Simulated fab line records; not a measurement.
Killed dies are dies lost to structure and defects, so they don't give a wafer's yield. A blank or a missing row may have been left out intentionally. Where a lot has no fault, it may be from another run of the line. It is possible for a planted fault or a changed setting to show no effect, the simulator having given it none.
Chamber matching	flow nand-harc	NHARC_A_CHANNEL_FILL_D1_ETCHBACK_19 on rie-si-02 has 4 sister chambers
The step etches the open film in HBr/Cl2, target depth 5 nm, time 1.7 s. 8 wafers are shown with their chamber, then 7 later ones without.

== WAFERS PAIRED WITH THEIR CHAMBERS ==
wafer	chamber	drypump-motor-current-A (A)	he-backside-leak-sccm (sccm)
L746.6	0	5.4	2.8
L747.1	0	5.4	2.8
L747.3	1	4.9	2.5
L748.1	2	4.7	2.3
L748.3	1	4.8	2.4
L748.5	3	6.3	2.4
L754.2	2	4.8	2.4
L754.3	3	6.3	2.2

== WAFERS MISSING THEIR CHAMBER ==
wafer	drypump-motor-current-A (A)	he-backside-leak-sccm (sccm)
L754.6	4.8	2.5
L755.1	6.3	2.3
L755.3	4.7	2.4
L755.5	6.3	2.3
L764.3	4.7	2.4
L764.4	5.4	3.0
L764.5	6.3	2.3

== CHAMBER TAKEN BY EACH ==
wafer	from the rows above	in truth
L754.6	can't be placed: 1 or 2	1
L755.1	3	3
L755.3	can't be placed: 2 or 1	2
L755.5	3	3
L764.3	can't be placed: 2 or 1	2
L764.4	0	0
L764.5	3	3
Correct placement for 4 of the 7. From these rows, 3 cannot be placed; in 3 the true chamber is one of the candidates. 0 placed wrongly.
How it was worked out, from the rows above alone: a wafer's distance from a chamber is the root of the sum, over the readings, of the square of ((its reading less the chamber's mean) divided by the reading's scatter). The wafer belongs to the nearest chamber; if the next one is less than 2 further off, it can't be placed. A chamber's mean is the mean of its shown wafers. How the scatter is found: for the shown wafers, subtract from each reading the mean of its chamber, square and add these, divide the total by (wafers less chambers), then take the root.
